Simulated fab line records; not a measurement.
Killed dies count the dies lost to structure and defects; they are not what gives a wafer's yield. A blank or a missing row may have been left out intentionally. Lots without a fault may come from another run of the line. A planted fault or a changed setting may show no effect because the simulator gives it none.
Struck lot and sound lot, side by side || flow n5Finfet || 25 steps out of a route of 1938
Sound: the wafers L948.2, L948.5, L948.6. Struck: wafers L956.2, L956.3. (L956.4 of the same lot was not struck and is left out.) The cause comes at the end.
At each step with rows: each side's tool, then ch and its chambers, then its first start. Under that, the readings that differ: sound wafers || struck wafers || difference of the means || sigmas: that difference in standard deviations of wafers without a fault.
alike: readings whose means differ by less than 2 such deviations, and words and numbers that are the same on both sides. not compared: withheld readings, readings that some wafer has no value for, bounds like >300 that may hide the same value, and numbers for which the record gives no deviation and whose values overlap.
The two part at a step that has a row with sigmas, a row that says differs or no value, or rows on one side only. Numbers that don't overlap but have no deviation are shown without sigmas and don't part them. Lack of a reading on every wafer of one side parts them only where that side has two or more wafers.

first, 9 steps without rows for these wafers: N5_BEOL_M0_SAQP_EXPOSE_11 (exposes mask M0 CORE, target cd 42 nm); N5_BEOL_M0_SAQP_PEB_12 (peb time 60 s); N5_BEOL_M0_SAQP_DEVELOP_13 (develop time 30 s); N5_BEOL_M0_SAQP_DESCUM_19 (chemistry O2, time 7.9 s); N5_BEOL_M0_SAQP_ETCH_83 (etches SiARC in CF4, target depth 39 nm, time 65 s); N5_BEOL_M0_SAQP_ETCH_84 (etches SOC in N2/H2, target depth 100 nm, overetch 20 nm, time 150 s); N5_BEOL_M0_SAQP_STRIP_80 (strips in N2/H2); N5_BEOL_M0_SAQP_HM_OPEN_112 (chemistry CHF3/O2, target SiO2, stops on a-Si, target depth 12 nm, time 13.5 s); N5_BEOL_M0_SAQP_STRIP_113 (strips in CHF3/O2).
N5_BEOL_M0_SAQP_MANDREL_ETCH_20: etches a-Si in HBr/Cl2, stops on SiNx, target depth 60 nm, bt time 10 s, time 30 s.
  sound on rieSi-06 ch 0,1,3, day 8 13:26; struck on rieSi-06 ch 1,2, day 10 15:50
{"reading": "model.SOC_of_BEOL_M0_SAQP_COAT_81.thkNm (nm)", "sound": "76.2 76.2 75.6", "struck": "64.8 63.8", "difference": -11.7, "sigmas": ""}
{"reading": "model.SiNx_of_BEOL_M0_SAQP_PECVD_97.thkNm (nm)", "sound": "18.6 18.4 19", "struck": "11.8 11.4", "difference": -7.1, "sigmas": ""}
  alike: drypumpMotorCurrentA, oesProductAu, rfFwdPowerW, throttleValvePct
  not compared: rfHoursCounterH
then, 12 steps without rows for these wafers: N5_BEOL_M0_SAQP_STRIP_86 (strips in N2/H2); N5_BEOL_M0_SAQP_STRIP_115 (strips in post etch residue remover, time 60 s); N5_BEOL_M0_SAQP_SRD_93 (time 30 s); N5_BEOL_M0_SAQP_RECESS_114 (chemistry HF/NH3, target SiO2, target depth 14.4 nm, afs cycles 3, sublimation time 60 s); N5_BEOL_M0_SAQP_SPACER1_ALD_98 (deposits SiO2, target thk 12.8 nm, pulse time 1 s, purge time 2 s); N5_BEOL_M0_SAQP_SPACER1_ETCHBACK_99 (etches SiO2 in CHF3/O2, target depth 15.4 nm, time 7.7 s); N5_BEOL_M0_SAQP_MANDREL1_REMOVE_100 (chemistry HBr/Cl2/O2, target a-Si, stops on SiNx, bt time 10 s); N5_BEOL_M0_SAQP_ETCH_101 (etches SiNx in CH3F/O2, target depth 29.9 nm, time 42.7 s); N5_BEOL_M0_SAQP_ETCH_102 (etches SiO2 in CF4, target depth 4 nm, time 4.4 s); N5_BEOL_M0_SAQP_MANDREL_ETCH_103 (etches a-Si in HBr/Cl2, stops on SiCN, target depth 45 nm, bt time 10 s, time 27 s); N5_BEOL_M0_SAQP_RECESS_104 (chemistry HF/NH3, target SiO2, target depth 18 nm, afs cycles 3, sublimation time 60 s); N5_BEOL_M0_SAQP_COAT_105 (time 60 s, resist thk 100 nm).
N5_BEOL_M0_SAQP_ETCH_106: etches SOC in N2/H2, stops on SiNx, target depth 150 nm.
  sound on rieDiel-05 ch 0,1, day 8 16:01; struck on rieDiel-04 ch 1,3, day 10 18:11
{"reading": "oesProductAu (a.u.)", "sound": "0.69 0.69 0.70", "struck": "0.98 0.75", "difference": "+0.17", "sigmas": "+2"}
{"reading": "model.SiNx_of_BEOL_M0_SAQP_PECVD_97.thkNm (nm)", "sound": "15.6 15.4 16", "struck": "8.8 8.4", "difference": -7.1, "sigmas": ""}
  alike: drypumpMotorCurrentA, rfFwdPowerW, rfVppV, showerheadPlenumPTorr, throttleValvePct
  not compared: rfHoursCounterH
then, 1 step without rows for these wafers: N5_BEOL_M0_SAQP_ETCH_107 (etches SiNx in CH3F/O2, target depth 30 nm).
-- here the record skips 3 days between the struck wafers' starts before and after, leaving off in module BEOL_M0_SAQP and picking up in module BEOL_M4 (first step shown: number 1111 of the route) --
N5_BEOL_M4_RC_MEAS_101:
  sound on prober-01 ch 0, day 12 05:35; struck on prober-02 ch 0, day 13 21:08
  alike: DIBL_N, DIBL_P, IOFF_N, IOFF_P, ION_N, ION_P, SS_N, SS_P, VT_N, VT_P

WHERE THEY PART
N5_BEOL_M0_SAQP_ETCH_106 only, going by this record. Later steps at which nothing parts them and some readings are alike: N5_BEOL_M4_RC_MEAS_101.

WHY: whatever the simulator had introduced
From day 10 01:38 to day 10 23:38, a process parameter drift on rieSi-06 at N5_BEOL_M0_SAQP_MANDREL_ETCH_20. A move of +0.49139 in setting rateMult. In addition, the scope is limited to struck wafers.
